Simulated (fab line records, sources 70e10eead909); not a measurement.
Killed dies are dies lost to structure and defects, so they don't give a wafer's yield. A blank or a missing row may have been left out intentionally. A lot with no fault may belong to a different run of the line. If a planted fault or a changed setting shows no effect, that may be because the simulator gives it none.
A struck lot beside a sound one ; flow nand_harc ; 13 steps out of a route of 1159
Sound: wafers L150.2, L150.5, L150.6. Wafers struck: L153.1, L153.5, L153.6. At the end, the cause is stated.
For every step that has rows: the tool of each side, followed by ch and its chambers, followed by its first start. Under that, the readings that differ: sound wafers ; struck wafers ; difference of the means ; sigmas: that difference in standard deviations of wafers without a fault.
alike: same words and numbers on both sides, and readings whose means sit less than 2 such deviations apart. not compared: any withheld reading, any reading some wafer has no value for, any bound like >300 that may hide the same value, and any number with overlapping values for which the record gives no deviation.
A row with sigmas, a row that says differs or no value, or rows on one side alone: a step with any of these is where the two part. When numbers do not overlap yet have no deviation, they are printed without sigmas and do not part them. Lack of a reading on every wafer of one side parts them only where that side has two or more wafers.

NHARC_P_M0_CMP_23: polishes, t overpolish 20 s, target thk 117.53 nm.
  sound on cmp-03 ch 0,1,3, day 6 16:37; struck on cmp-04 ch 0,1,3, day 7 12:50
reading;sound;struck;difference;sigmas
time_to_endpoint_s (s);29.0 32.6 30.0;22.1 25.7 22.9;-7.0;-2
  alike: edge_zone_pressure_frac, motor_current_A, slurry_flow_ml_min
NHARC_P_M0_THK_MEAS_24: measures by xrf.
  sound on film_metro-01, day 6 16:52; struck on film_metro-02, day 7 13:05
  alike: thk_nm
after that, 1 step had no rows for these wafers: NHARC_P_M0_SRD_25.
NHARC_P_M0_PRE_CLEAN_31: time 12 s.
  sound on pecvd-02 ch 0,1, day 6 17:07; struck on pecvd-03 ch 0,2, day 7 13:29
  alike: heater_power_w
NHARC_P_M0_DEP_32: deposits SiCN, target thk 30 nm.
  sound on pecvd-02 ch 0,1, day 6 17:16; struck on pecvd-03 ch 0,2, day 7 13:34
  alike: heater_power_w
then, 5 steps without rows for these wafers: NHARC_P_M1_DEP_00 (deposits SiOC, target thk 182.5 nm); NHARC_P_M1_DEHYDRATE_01 (time 120 s); NHARC_P_M1_HMDS_02 (time 30 s); NHARC_P_M1_COAT_34 (time 65 s); NHARC_P_M1_COAT_03 (resist thk 90 nm).
NHARC_P_M1_SOFTBAKE_04: time 55 s.
  sound on litho_track-04 ch 0, day 6 17:00; struck on litho_track-04 ch 0, day 7 14:00
reading;sound;struck;difference;sigmas
heater_power_total_W (W);188.33 188.43 188.43;178.38 178.54 178.52;-9.92;-83
plate_temp_C (C);105.28 105.30 105.19;104.86 104.90 104.75;-0.42;-3
  alike: exhaust_pa
after that, 1 step had no rows for these wafers: NHARC_P_M1_EBR_05.
-- the record jumps here: 14 days lie between the struck wafers' starts before and after (it left off in module P_M1 and takes up again in module END, whose first step shown is number 1159 of the route) --
NHARC_END_SORT_01:
  sound on prober-02 ch 0, day 19 15:42; struck on prober-02 ch 0, day 21 07:09
  alike: killed_at_array, killed_at_other, killed_at_periphery, killed_dies, killed_open, killed_short

## WHERE THEY PART
First at NHARC_P_M0_CMP_23; last, within this record, at NHARC_P_M1_SOFTBAKE_04. Later steps at which nothing parts them and some readings are alike: NHARC_END_SORT_01.

WHY: the cause the simulator had injected
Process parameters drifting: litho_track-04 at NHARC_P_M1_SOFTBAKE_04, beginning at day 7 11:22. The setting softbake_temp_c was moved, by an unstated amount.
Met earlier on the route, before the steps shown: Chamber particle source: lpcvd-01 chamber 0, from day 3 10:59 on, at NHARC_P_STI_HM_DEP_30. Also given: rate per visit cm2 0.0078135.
